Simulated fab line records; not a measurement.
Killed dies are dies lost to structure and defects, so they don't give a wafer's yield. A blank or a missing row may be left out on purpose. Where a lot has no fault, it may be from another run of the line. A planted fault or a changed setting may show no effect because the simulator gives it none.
Code-filled problem report in 8D (eight disciplines) form :: flow n5-finfet :: the parts of the form that need people (team, actions taken, sign-off) are left out

## 1. WHAT WENT WRONG
heater-power-total-W at N5_BEOL_M14_PEB_08 reads a mean of 179.0 W on 2 wafers of 2 lots; wafers without a fault read 172.5 W with a standard deviation of 0.81. Relative to the usual mean, that is a shift of +8.0 standard deviations.
The step: peb time 90 s.
The first sign was on wafer L741.5 at day 14 03:50, on litho-track-05. The record holds 33 wafers of 11 lots with a number at this step. The rule behind "out" and "out of limits": a value lying over 4 standard deviations away from the usual mean. All remaining wafers that have a number are taken as sound.

## 2. WHAT IT IS; WHAT IT IS NOT
question: which readings at this step
is: heater-power-total-W
is not: -

question: which lots
is: L741, L746
is not: L729, L733, L735, L736, L737, L738, L739, L749, L752

question: which wafers of those lots
is: L741.5, L746.3
is not: L741.1, L741.2, L746.1, L746.2

question: read on which tools
is: litho-track-05
is not: litho-track-01, litho-track-04

question: when
is: from day 14 03:50
is not: up to then (23 sound wafers); but 8 sound wafers of L746, L749, L752 came after

## 3. WHAT RULES OUT EACH SUSPECT
Counting: if a tool at a process step up to the reading ran every lot that is out, it stays a suspect. Sound lots after the first of them don't rule it out here, since some wafers of a struck lot are sound.
- litho-track-05 at N5_BEOL_M14_PEB_08 (peb time 90 s): kept. It ran every lot that is out, first L741 (day 14 03:50); its last sound lot up to then is L739 (day 13 17:05). Its own readings are out on those wafers: heater-power-total-W.
After counting, what remains is litho-track-05 at N5_BEOL_M14_PEB_08.

## 4. THE CAUSE (what the simulator had put in)
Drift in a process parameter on litho-track-05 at N5_BEOL_M14_PEB_08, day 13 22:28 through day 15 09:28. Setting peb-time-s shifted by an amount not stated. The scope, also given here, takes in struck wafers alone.
This tool alone remained once counting was done.

## 5. SEQUENCE OF EFFECTS, ordered by route
Each row: a reading whose mean over the struck wafers that have a number lies more than 3 standard deviations from the usual. Readings are gone through only where the record gives a usual standard deviation; hours: the median, over the lots, of the time from a lot's start at the first step in this table giving one to that lot's start at this step; sigmas: the change measured in usual standard deviations.
hours: 0
step: N5_BEOL_M14_PEB_08
reading: heater-power-total-W
usual: 172.5 W
on struck wafers: 179.0
change: +6.5
sigmas: +8.0
Its process steps:
- N5_BEOL_M14_PEB_08: peb time 90 s.

## 6. HOW IT WOULD HAVE BEEN CAUGHT EARLIER
5 hours passed between the start of the fault at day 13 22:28 and the first reading out of limits in this record, taken at day 14 03:50.
